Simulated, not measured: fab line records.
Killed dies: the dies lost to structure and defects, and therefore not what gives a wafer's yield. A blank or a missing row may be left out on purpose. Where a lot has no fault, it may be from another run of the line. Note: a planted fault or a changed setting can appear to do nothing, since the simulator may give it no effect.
fab line records | flow n5-finfet
[record] lots = 7 wafers = 18 last-day = 20
route steps=1938 shown BEOL_M6@1220 PASSIVATION@1936
lots with no fault: from the same line, run without faults
start-h: hours from the record's opening day to when the first of the lot's shown wafers began | wait-h: time in hours since the lot's previous step | " the same as in the row above | L1.1+2: one row covering several wafers at once | - no value, or no start was given | * or withheld: withheld | < > ~ a bound
route shown NAME@n: NAME is a module with steps in the file, n the number in the route of the first one | usual: the fault-free wafers' mean and standard deviation | same: alike in all rows | chamber/n: place in a boat | sites: per-site readings | _std_site: the values' standard deviation | _edge_site: outer sites' mean less inner sites' | radius-mm: how far each site lies from the wafer's centre | mask NAME#n: copy n | behind: the last tool/chamber to shape the wafer | hold: the reason the lot was held/the length of the hold in hours/how it ended | device: the transistor (n, p or np) that didn't switch | end of line: tests of these same wafers at the route's end | a step with no rows: only its recipe | killed: not the wafer's yield, but the dies lost to structure and defects at the first sort | map: a wafer's dies, marking killed ones x, the rest . and places with no die _
set.NAME: the setting as run; set.NAME@STEP: as run at that earlier step | model.NAME: the simulator's own value behind a step, which no gauge read
certain route steps with their lots: each step a table, each wafer a row
services: a tool's chamber out of use, with start hour (start-h, from the record's first day; less than 0 if before it), hours out, and reason
[[steps]]
[step N5_BEOL_M6_COAT_71]
[recipe] resist = underlayer temp-c = 205 time-s = 60 spin-rpm = 1500 resist-thk-nm = 5
[step N5_BEOL_M6_COAT_22]
[recipe] resist = CAR-EUV spin-rpm = 1500 resist-thk-nm = 30
[step N5_BEOL_M6_EBR_24]
[recipe] solvent = PGMEA ebr-width-mm = 1.5
[step N5_BEOL_M6_SOFTBAKE_23]
[recipe] temp-c = 110 time-s = 60 resist = CAR-EUV
[step N5_BEOL_M6_EXPOSE_25]
[recipe] mask-id = V5 na = 0.33 source-shape = annular sigma-inner = 0.4 sigma-outer = 0.8 polarization = unpolarized target-cd-nm = 40 dose-mj = 45
[step N5_BEOL_M6_PEB_26]
[recipe] peb-temp-c = 100 peb-time-s = 60 resist = CAR-EUV
[step N5_BEOL_M6_DEVELOP_27]
[recipe] develop-time-s = 30 developer = TMAH resist = CAR-EUV rinse-liquid = surfactant-rinse dry = air-spin dev-temp-c = 23
[step N5_BEOL_M6_CD_MEAS_28]
[recipe] target-cd-nm = 40 landing-energy-ev = 500 detector = se-inlens
[usual] cd-nm = 40.04/0.25
// columns lot.wafer tool chamber start-h wait-h cd-nm
L572.1 cd-sem-01 0 293.03 - 40.17
L572.5 " 0 " " 40.06
L572.6 " 0 " " 40.10
L571.1 cd-sem-01 0 298.44 - 40.32
L571.3 " 0 " " 39.96
L571.5 " 0 " " 40.24
L577.3 cd-sem-01 0 328.31 - 40.25
L577.6 " 0 " " 40.10
L581.2 cd-sem-03 0 334.68 - 40.08
L581.4 " 0 " " 40.33
L583.3 cd-sem-03 0 362.66 - 40.14
L583.6 " 0 " " 39.88
L586.2 cd-sem-01 0 367.35 - 40.22
L586.3 " 0 " " 40.09
L586.4 " 0 " " 40.23
L585.2 cd-sem-01 0 380.11 - 40.05
L585.3 " 0 " " 39.91
L585.5 " 0 " " 40.18
[step N5_BEOL_M6_OVL_MEAS_29]
[recipe] points-per-wafer = 522
[usual] V5_OVL = -0.7/0.63
// columns lot.wafer tool chamber start-h wait-h V5_OVL[nm]
L572.1 overlay-01 0 293.06 0.0 0.0
L572.5 " 0 " " -0.2
L572.6 " 0 " " -1.8
L571.1 overlay-01 0 298.47 0.0 0.4
L571.3 " 0 " " -0.7
L571.5 " 0 " " -0.6
L577.3 overlay-01 0 328.37 0.1 -1.0
L577.6 " 0 " " -1.5
L581.2 overlay-01 0 334.72 0.0 -0.3
L581.4 " 0 " " -0.3
L583.3 overlay-01 0 362.70 0.0 -0.8
L583.6 " 0 " " -1.0
L586.2 overlay-01 0 367.38 0.0 -0.1
L586.3 " 0 " " 0.4
L586.4 " 0 " " 0.8
L585.2 overlay-01 0 380.15 0.0 -1.3
L585.3 " 0 " " -0.4
L585.5 " 0 " " -1.2
[step N5_BEOL_M6_INSPECT_30]
[recipe] mode = adi inspect-instrument = brightfield
[usual] raw-defect-count = 421/110
// columns lot.wafer tool chamber start-h wait-h raw-defect-count
L572.1 defect-inspect-02 - 293.12 0.1 535
L572.5 " - " " 408
L572.6 " - " " 282
L571.1 defect-inspect-01 - 298.52 0.1 632
L571.3 " - " " 557
L571.5 " - " " 475
L577.3 defect-inspect-01 - 328.42 0.0 401
L577.6 " - " " 418
L581.2 defect-inspect-02 - 334.77 0.0 410
L581.4 " - " " 403
L583.3 defect-inspect-02 - 362.74 0.0 497
L583.6 " - " " 574
L586.2 defect-inspect-02 - 367.44 0.0 419
L586.3 " - " " 402
L586.4 " - " " 453
L585.2 defect-inspect-01 - 380.20 0.0 275
L585.3 " - " " 278
L585.5 " - " " 412
[step N5_BEOL_M6_DESCUM_33]
[recipe] chemistry = O2 time-s = 7 source-power-w = 50 bias-power-w = 20 pressure-mtorr = 20 rf-frequency-hz = 2.712e+07 temp-c = 40 resist = CAR-EUV o2-flow-sccm = 225
[usual] drypump-motor-current-A = 5.7/0.56 o2-flow-sccm = 224.9/0.66 oes-product-au = 0.80/0.074 rf-vpp-V = 243.0/1.2 showerhead-plenum-p-Torr = 2.08/0.059 temp-c = 40.00/0.11 throttle-valve-pct = 20.15/0.16
// columns lot.wafer tool chamber start-h wait-h drypump-motor-current-A o2-flow-sccm oes-product-au rf-hours-counter-h rf-vpp-V showerhead-plenum-p-Torr temp-c throttle-valve-pct
L572.1 rie-diel-05 2 293.31 0.2 5.4 224.6 0.74 174 242.8 2.07 39.86 20.01
L572.5 " 2 " " 5.4 223.6 0.73 - 243.1 2.07 39.92 20.02
L572.6 " 1 " " 6.4 225.4 0.83 - 242.1 2.02 40.26 20.00
L571.1 rie-diel-04 0 298.56 0.0 5.7 225.8 0.93 9 243.3 2.05 40.19 19.93
L571.3 " 1 " " 6.3 225.4 0.82 75 243.8 2.10 39.97 20.33
L571.5 " 3 " " 6.6 225.4 0.68 - 242.6 2.16 39.91 20.35
L577.3 rie-diel-05 1 328.45 0.0 6.4 224.8 0.81 83 242.5 2.02 39.90 20.00
L577.6 " 2 " " 5.4 226.7 0.72 - 242.7 2.07 39.92 20.04
L581.2 rie-diel-05 1 334.80 0.0 6.4 223.8 0.81 86 241.5 2.02 39.90 20.02
L581.4 " 3 " " 5.3 224.1 0.85 68 242.0 2.03 40.18 20.16
L583.3 rie-diel-05 1 362.78 0.0 6.5 224.7 0.79 95 241.0 2.01 39.79 20.02
L583.6 " 2 " " 5.4 225.2 0.72 - 243.2 2.06 40.00 20.05
L586.2 rie-diel-04 1 367.49 0.1 6.3 224.5 0.80 102 242.7 2.09 39.86 20.38
L586.3 " 0 " " 5.7 225.6 0.87 38 241.9 2.04 39.96 19.99
L586.4 " 3 " " 6.5 224.5 0.91 - 244.0 2.15 40.06 20.18
L585.2 rie-diel-04 3 380.24 0.0 6.6 224.5 0.91 22 243.4 2.15 39.87 20.19
L585.3 " 1 " " 6.4 223.7 0.79 107 242.2 2.08 40.15 20.38
L585.5 " 2 " " 4.9 223.9 0.69 - 243.3 2.05 40.03 19.99
[step N5_BEOL_M6_ETCH_72]
[recipe] chemistry = N2/H2 target = underlayer target-depth-a = 65 mask-material = CAR-EUV time-s = 5.2 ion-energy-ev = 200 pressure-mtorr = 30 source-w = 840 bias-w = 150 n2-flow-sccm = 200 h2-flow-sccm = 200 ends = cleared
[usual] drypump-motor-current-A = 5.7/0.56 etch-rf-on-time-s = 5.28/0.17 oes-product-au = 0.68/0.067 rf-vpp-V = 523.8/2.1 showerhead-plenum-p-Torr = 2.53/0.066 throttle-valve-pct = 17.61/0.24
// columns lot.wafer tool chamber start-h wait-h drypump-motor-current-A etch-rf-on-time-s oes-product-au rf-hours-counter-h rf-vpp-V showerhead-plenum-p-Torr throttle-valve-pct
L572.1 rie-diel-05 2 293.34 0.0 5.4 5.06 0.63 174 523.3 2.52 17.51
L572.5 " 2 " " 5.4 5.13 0.63 - 521.7 2.52 17.50
L572.6 " 1 " " 6.4 5.48 0.68 - 522.3 2.48 17.50
L571.1 rie-diel-04 0 298.59 0.0 5.7 5.17 0.80 9 523.5 2.47 17.20
L571.3 " 1 " " 6.4 5.19 0.70 75 522.3 2.59 18.01
L571.5 " 3 " " 6.6 5.24 0.59 - 526.9 2.59 17.67
L577.3 rie-diel-05 1 328.49 0.0 6.5 5.55 0.67 83 522.8 2.47 17.53
L577.6 " 2 " " 5.4 5.08 0.63 - 526.6 2.52 17.53
L581.2 rie-diel-05 1 334.84 0.0 6.4 5.59 0.66 86 521.1 2.47 17.53
L581.4 " 3 " " 5.3 5.34 0.73 68 521.1 2.47 17.66
L583.3 rie-diel-05 1 362.81 0.0 6.4 5.51 0.66 95 521.7 2.47 17.54
L583.6 " 2 " " 5.4 5.09 0.62 - 523.1 2.51 17.54
L586.2 rie-diel-04 1 367.52 0.0 6.4 5.22 0.67 102 524.3 2.58 18.04
L586.3 " 0 " " 5.8 5.16 0.76 38 519.7 2.46 17.27
L586.4 " 3 " " 6.5 5.13 0.77 - 524.7 2.58 17.39
L585.2 rie-diel-04 3 380.27 0.0 6.6 5.04 0.77 22 527.1 2.58 17.41
L585.3 " 1 " " 6.4 5.20 0.67 107 525.2 2.58 18.08
L585.5 " 2 " " 4.9 5.59 0.58 - 521.8 2.52 17.61
[step N5_BEOL_M6_ETCH_65]
[recipe] chemistry = CF4 target = SiARC target-depth-a = 156 mask-material = CAR-EUV time-s = 26 ion-energy-ev = 80 pressure-mtorr = 40 source-w = 545 bias-w = 36 Ar_flow_sccm = 100 cf4-flow-sccm = 100 ends = cleared
[usual] cf4-flow-sccm = 99.98/0.28 drypump-motor-current-A = 5.7/0.56 etch-rf-on-time-s = 26.3/0.78 oes-product-au = 0.68/0.067 rf-vpp-V = 184.0/0.98 showerhead-plenum-p-Torr = 2.14/0.048 throttle-valve-pct = 15.42/0.16
// columns lot.wafer tool chamber start-h wait-h cf4-flow-sccm drypump-motor-current-A etch-rf-on-time-s oes-product-au rf-hours-counter-h rf-vpp-V showerhead-plenum-p-Torr throttle-valve-pct
L572.1 rie-diel-05 2 293.36 0.0 99.84 5.4 25.8 0.63 175 183.8 2.15 15.41
L572.5 " 2 " " 99.96 5.4 26.0 0.63 - 182.5 2.15 15.42
L572.6 " 1 " " 99.74 6.4 27.4 0.69 - 182.3 2.10 15.33
L571.1 rie-diel-04 0 298.61 0.0 99.89 5.7 25.8 0.81 9 183.1 2.12 15.20
L571.3 " 1 " " 99.55 6.3 25.7 0.70 75 185.4 2.16 15.62
L571.5 " 3 " " 100.07 6.6 25.8 0.59 - 184.8 2.19 15.55
L577.3 rie-diel-05 1 328.50 0.0 100.09 6.4 27.1 0.68 83 183.8 2.09 15.34
L577.6 " 2 " " 99.76 5.4 43.2 0.48 - 184.8 2.14 15.42
L581.2 rie-diel-05 1 334.85 0.0 100.22 6.4 45.8 0.52 86 183.4 2.09 15.38
L581.4 " 3 " " 99.25 5.3 26.7 0.72 68 184.5 2.09 15.46
L583.3 rie-diel-05 1 362.83 0.0 100.28 6.4 27.3 0.66 95 183.0 2.09 15.38
L583.6 " 2 " " 99.91 5.4 43.7 0.48 - 183.4 2.14 15.46
L586.2 rie-diel-04 1 367.54 0.0 99.86 6.3 26.1 0.67 102 184.1 2.15 15.68
L586.3 " 0 " " 99.76 5.8 25.4 0.76 38 184.1 2.11 15.28
L586.4 " 3 " " 99.61 6.6 25.0 0.78 - 183.8 2.18 15.17
L585.2 rie-diel-04 3 380.29 0.0 99.93 6.5 25.4 0.77 22 186.0 2.18 15.18
L585.3 " 1 " " 100.16 6.3 26.1 0.68 107 185.4 2.15 15.68
L585.5 " 2 " " 99.82 4.9 28.0 0.57 - 184.5 2.12 15.36
[step N5_BEOL_M6_ETCH_66]
[recipe] chemistry = N2/H2 target = SOC target-depth-a = 800 overetch-a = 160 mask-material = SiARC temp-c = 40 time-s = 120 ion-energy-ev = 200 pressure-mtorr = 30 source-w = 840 bias-w = 150 n2-flow-sccm = 200 h2-flow-sccm = 200
[usual] drypump-motor-current-A = 5.7/0.56 oes-product-au = 0.62/0.056 rf-vpp-V = 523.7/2 showerhead-plenum-p-Torr = 2.53/0.066 temp-c = 40.00/0.11 throttle-valve-pct = 17.57/0.24
// columns lot.wafer tool chamber start-h wait-h drypump-motor-current-A oes-product-au rf-hours-counter-h rf-vpp-V showerhead-plenum-p-Torr temp-c throttle-valve-pct
L572.1 rie-diel-05 2 293.39 0.0 5.4 0.56 175 523.9 2.52 40.07 17.46
L572.5 " 2 " " 5.4 0.57 - 522.3 2.52 40.17 17.47
L572.6 " 1 " " 6.4 0.63 - 522.9 2.48 39.84 17.48
L571.1 rie-diel-04 0 298.64 0.0 5.8 0.73 9 523.2 2.47 40.27 17.17
L571.3 " 1 " " 6.4 0.63 75 523.7 2.59 40.12 17.98
L571.5 " 3 " " 6.6 0.53 - 524.3 2.59 39.83 17.62
L577.3 rie-diel-05 1 328.53 0.0 6.4 0.62 83 520.8 2.47 40.03 17.49
L577.6 " 2 " " 5.4 0.55 - 524.5 2.52 40.02 17.48
L581.2 rie-diel-05 1 334.88 0.0 6.4 0.61 86 521.2 2.47 40.19 17.52
L581.4 " 3 " " 5.2 0.66 68 521.2 2.47 39.94 17.65
L583.3 rie-diel-05 1 362.86 0.0 6.4 0.61 95 522.3 2.47 40.01 17.53
L583.6 " 2 " " 5.4 0.55 - 524.3 2.51 40.01 17.49
L586.2 rie-diel-04 1 367.57 0.0 6.4 0.60 102 522.9 2.58 39.92 18.03
L586.3 " 0 " " 5.7 0.67 38 522.9 2.46 40.08 17.21
L586.4 " 3 " " 6.6 0.69 - 526.5 2.59 39.84 17.35
L585.2 rie-diel-04 3 380.32 0.0 6.6 0.68 22 524.3 2.58 39.98 17.36
L585.3 " 1 " " 6.4 0.61 107 524.1 2.58 40.09 18.04
L585.5 " 2 " " 4.9 0.54 - 521.8 2.52 39.98 17.56
[step N5_PASSIVATION_PROBE_49]
[usual] defect-limited-yield = 91.4/1.4 killed_at_M0_to_M3 = 34/9.1 killed_at_M4_up = 14/5.2 killed-at-contacts = 12/6.4 killed-at-front-end = 38/11 killed-at-other = 3.7/2.8 killed-dies = 102/17 killed-open = 68/13 killed-short = 32/7.8 sort_bin_4_leakage = 0.05/0.3 sort_bin_5_function = 5.1/1 sort_bin_6_memory = 3.2/0.66 sort_bin_8_speed = 0.1/0.92 sort-n-pass = 1076/19 sort-yield-pct = 91.2/1.6
[same] gross-dies = 1180 killed-at-back-side = 0
// columns lot.wafer tool chamber start-h wait-h defect-limited-yield[%] killed_at_M0_to_M3 killed_at_M4_up killed-at-contacts killed-at-front-end killed-at-other killed-dies killed-open killed-short sort_bin_4_leakage[%] sort_bin_5_function[%] sort_bin_6_memory[%] sort_bin_8_speed[%] sort-n-pass sort-yield-pct[%]
L571.1 prober-02 - 391.15 0.0 91.7 28 17 8 42 3 98 68 29 0 5.6 2.5 0 1082 91.7
L571.3 prober-02 - 391.25 0.1 93.2 25 9 10 31 5 80 50 29 0 3.8 2.6 0 1100 93.2
L571.5 prober-02 - 391.35 0.2 91.9 35 11 19 30 1 96 74 21 0.42 5.0 2.8 0 1079 91.4
L577.3 prober-02 - 419.59 0.1 91.1 27 5 26 43 4 105 68 36 0 4.7 4.0 0.1 1074 91.0
L577.6 prober-02 - 419.74 0.3 93.6 21 14 8 28 5 76 53 22 0 4.0 2.1 0 1104 93.6
L585.2 prober-01 - 468.86 0.1 91.4 50 17 8 22 4 101 75 26 0 4.4 4.0 0 1079 91.4
L585.3 prober-01 - 468.91 0.1 92.0 40 3 9 36 6 94 63 31 0 4.8 3.0 0.1 1085 91.9
L585.5 prober-01 - 469.01 0.2 92.2 33 10 1 43 5 92 67 25 0 4.2 3.4 0 1088 92.2
// killed by level:class
L571.1 STI_FIN_REVEAL:geometric-particle:open=13 FIN_SAQP:geometric-particle:short=9 BEOL_M2:geometric-particle:open=9 BEOL_M0_SAQP:geometric-particle:open=7 BEOL_M4:geometric-particle:open=7 MOL_CONTACT_COAG:geometric-particle:open=6 BEOL_M3:geometric-particle:open=6 FIN_SAQP:geometric-particle:open=5
L571.3 FIN_SAQP:geometric-particle:short=12 BEOL_M2:geometric-particle:open=11 MOL_CONTACT_COAG:geometric-particle:open=7 BEOL_M3:geometric-particle:open=5 FIN_SAQP:geometric-particle:open=4 STI_FIN_REVEAL:geometric-particle:open=4 ILD0:geometric-particle:short=4 BEOL_M4:geometric-particle:open=4
L571.5 MOL_CONTACT_COAG:geometric-particle:open=17 BEOL_M2:geometric-particle:open=13 STI_FIN_REVEAL:geometric-particle:open=12 BEOL_M3:geometric-particle:open=10 FIN_SAQP:geometric-particle:open=4 BEOL_M5:geometric-particle:open=4 FIN_SAQP:geometric-particle:short=3 DUMMY_GATE:geometric-particle:open=3
L577.3 MOL_CONTACT_COAG:geometric-particle:open=17 BEOL_M2:geometric-particle:open=11 STI_FIN_REVEAL:geometric-particle:open=9 MOL_CONTACT_COAG:geometric-particle:short=9 FIN_SAQP:geometric-particle:open=8 BEOL_M3:geometric-particle:open=6 FIN_SAQP:geometric-particle:short=5 FIN_CUT:geometric-particle:short=4
L577.6 STI_FIN_REVEAL:geometric-particle:open=10 BEOL_M2:geometric-particle:open=9 MOL_CONTACT_COAG:geometric-particle:open=6 STARTING-WAFER:geometric-particle:short=5 BEOL_M4:geometric-particle:open=5 BEOL_M5:geometric-particle:open=4 FIN_CUT:geometric-particle:short=3 FIN_SAQP:geometric-particle:short=3
L585.2 BEOL_M0_SAQP:geometric-particle:open=14 BEOL_M0_SAQP:geometric-particle:short=9 BEOL_M2:geometric-particle:open=9 MOL_CONTACT_COAG:geometric-particle:open=8 BEOL_M1:geometric-particle:open=7 BEOL_M4:geometric-particle:open=7 FIN_SAQP:geometric-particle:open=5 BEOL_M3:geometric-particle:open=5
L585.3 FIN_SAQP:geometric-particle:open=9 BEOL_M2:geometric-particle:open=8 MOL_CONTACT_COAG:geometric-particle:open=8 BEOL_M3:geometric-particle:open=7 BEOL_M0_SAQP:geometric-particle:short=7 STI_FIN_REVEAL:geometric-particle:open=6 BEOL_M0_SAQP:geometric-particle:open=6 ILD0:geometric-particle:short=5
L585.5 BEOL_M2:geometric-particle:open=10 FIN_SAQP:geometric-particle:open=9 STI_FIN_REVEAL:geometric-particle:open=9 BEOL_M3:geometric-particle:open=9 BEOL_M0_SAQP:geometric-particle:open=5 STARTING-WAFER:geometric-particle:open=5 GATE_CUT:geometric-particle:short=4 BEOL_M1:geometric-particle:open=3
[[services]]
// columns tool chamber start-h hours kind
rie-diel-04 3 304.27 - clean
rie-diel-04 3 304.27 - consumable-replace:focus-ring
rie-diel-04 3 304.27 19.4 scheduled-down
rie-diel-04 3 304.27 19.4 vent-cycle
rie-diel-04 2 364.60 12.6 repair
[[key]]
[first-sign] step = N5_BEOL_M6_ETCH_65 reading = etch-rf-on-time-s direction = up sigmas = 23 usual = * struck = *
[effect] step = N5_BEOL_M6_ETCH_65 reading = oes-product-au direction = down sigmas = 2.8 usual = 0.68 struck = 0.49
met-at N5_BEOL_M6_ETCH_65
struck-wafers L577.6,L581.2,L583.6
onset-between 293.36 328.50
[fault] kind = process-parameter-drift tool = rie-diel-05 chamber = - onset-h = 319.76 steps = N5_BEOL_M6_ETCH_65 channel = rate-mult offset = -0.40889 shape = step end-h = 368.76 scope = struck-wafers-only
